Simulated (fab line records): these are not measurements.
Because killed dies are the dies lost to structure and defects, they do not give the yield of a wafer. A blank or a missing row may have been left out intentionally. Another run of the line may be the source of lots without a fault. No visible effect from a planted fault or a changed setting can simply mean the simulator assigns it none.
What tool caused it? | flow n5_finfet | 32 wafers from 11 lots sampled at 3 of the route's 1938 steps

WHAT THE GAUGES SHOWED, per wafer
N5_MIM_TOP_LITHO_CD_MEAS_08: the cd target is 2000 nm. Usual: 2000.0 nm for cd_nm, sd 2.4.
lot  | measured     | on        | cd_nm (nm)           | flag
L310 | day 13 00:38 | cd_sem-03 | 1997.3 2001.1 2001.0 |
L309 | day 12 18:05 | cd_sem-01 | 1998.7 2003.4 1999.9 |
L311 | day 13 14:01 | cd_sem-02 | 1995.6 1998.0 1999.0 |
L312 | day 13 15:58 | cd_sem-02 | 1998.5 1999.7 1998.5 |
L313 | day 13 17:15 | cd_sem-01 | 2000.6 1997.0 2001.5 |
L316 | day 14 01:37 | cd_sem-02 | 2004.8 1999.8 1997.9 |
L317 | day 14 08:27 | cd_sem-03 | 2000.2 2004.8        |
L321 | day 14 23:44 | cd_sem-02 | 1999.7 1999.1 2000.2 |
L329 | day 17 15:04 | cd_sem-03 | 2000.8 2005.4 2002.7 |
L330 | day 18 03:06 | cd_sem-03 | 2002.2 2003.0 2003.0 |
L332 | day 18 07:32 | cd_sem-01 | 1996.7 2001.9 1999.0 |

WHAT TOOL EACH LOT RAN ON (gives the tool, then ch and the chambers of the sampled wafers, and finally the start)
lot  | N5_BEOL_M7_ALD_77                   | N5_BEOL_M15_DEP_53
L310 | ald_metal-04 ch 0,1,2, day 9 20:13  | pecvd-03 ch 1,2, day 12 20:58
L309 | ald_metal-03 ch 1,2, day 9 20:17    | pecvd-04 ch 0,2, day 12 14:34
L311 | ald_metal-03 ch 0,1,3, day 10 13:19 | pecvd-01 ch 1,2, day 13 09:41
L312 | ald_metal-04 ch 0,1,3, day 10 13:31 | pecvd-03 ch 0,1, day 13 11:07
L313 | ald_metal-04 ch 0,2, day 10 14:58   | pecvd-03 ch 0,2, day 13 14:19
L316 | ald_metal-03 ch 1,2,3, day 11 05:31 | pecvd-01 ch 0,1,2, day 13 21:48
L317 | ald_metal-04 ch 2,3, day 11 17:28   | pecvd-03 ch 0,1, day 14 01:30
L321 | ald_metal-04 ch 0,1,3, day 12 13:35 | pecvd-04 ch 1, day 14 21:14
L329 | ald_metal-04 ch 0,2,3, day 14 20:23 | pecvd-04 ch 0,2, day 17 08:15
L330 | ald_metal-04 ch 0,1,2, day 15 05:02 | pecvd-03 ch 0,1,2, day 17 22:52
L332 | ald_metal-04 ch 0,1, day 15 08:01   | pecvd-03 ch 0,1,2, day 18 04:47
- N5_BEOL_M7_ALD_77: deposits TaN, target thk 2 nm, pulse time 2 s, purge time 3 s.
- N5_BEOL_M15_DEP_53: deposits SiCN from 3MS/NH3, target thk 50 nm, time 17.8 s.

AS READ BY THE TOOLS THEMSELVES (means over the sampled wafers that have a number; for cases with no such wafer, the mark the record gives instead)
N5_BEOL_M7_ALD_77. Usual: heater_power_w 415 W, standard deviation 43; mfc_carrier_sccm 1500 sccm, standard deviation 4.7; precursor_vessel_temp_c 75.02 C, standard deviation 0.12.
lot  | tool         | heater_power_w (W) | mfc_carrier_sccm (sccm) | precursor_vessel_temp_c (C) | flag
L310 | ald_metal-04 | 384                | 1502                    | 74.90                       |
L309 | ald_metal-03 | 395                | 1496                    | 74.95                       |
L311 | ald_metal-03 | 423                | 1501                    | 75.13                       |
L312 | ald_metal-04 | 404                | 1500                    | 75.08                       |
L313 | ald_metal-04 | 403                | 1500                    | 74.94                       |
L316 | ald_metal-03 | 409                | 1499                    | 74.94                       |
L317 | ald_metal-04 | 438                | 1500                    | 75.02                       |
L321 | ald_metal-04 | 402                | 1500                    | 75.05                       |
L329 | ald_metal-04 | 423                | 1504                    | 74.94                       |
L330 | ald_metal-04 | 389                | 1497                    | 75.19                       |
L332 | ald_metal-04 | 362                | 1499                    | 75.11                       |

N5_BEOL_M15_DEP_53. Usual: showerhead_plenum_p_Torr 4.171 Torr, standard deviation 0.025; throttle_valve_pct 18.3 %, standard deviation 1.1.
lot  | tool     | showerhead_plenum_p_Torr (Torr) | throttle_valve_pct (%) | flag
L310 | pecvd-03 | 4.173                           | 17.4                   |
L309 | pecvd-04 | 4.165                           | 18.6                   |
L311 | pecvd-01 | 4.178                           | 17.5                   |
L312 | pecvd-03 | 4.171                           | 17.8                   |
L313 | pecvd-03 | 4.150                           | 17.4                   |
L316 | pecvd-01 | 4.179                           | 18.7                   |
L317 | pecvd-03 | 4.191                           | 18.0                   |
L321 | pecvd-04 | 4.141                           | 18.6                   |
L329 | pecvd-04 | 4.173                           | 18.7                   |
L330 | pecvd-03 | 4.175                           | 18.0                   |
L332 | pecvd-03 | 4.177                           | 18.0                   |

THE ANSWER, worked out from the rows above alone
Rule: lot off if the mean of its wafers having a number is beyond 3 standard deviations from the usual mean. A lot without any number at a reading at which 4 lots or more have one is off too. The other lots that the step has rows for count as sound. After the gauges, taken in route order, come the tools' own readings; for these a lot's mean is taken, as printed above. The first step at which some lot is off is used, and at that step the reading that is off furthest; a lot without a number counts as furthest.
None of the lots is off at any reading shown; this tells nothing.

WHAT THE SIMULATOR HAD PUT IN
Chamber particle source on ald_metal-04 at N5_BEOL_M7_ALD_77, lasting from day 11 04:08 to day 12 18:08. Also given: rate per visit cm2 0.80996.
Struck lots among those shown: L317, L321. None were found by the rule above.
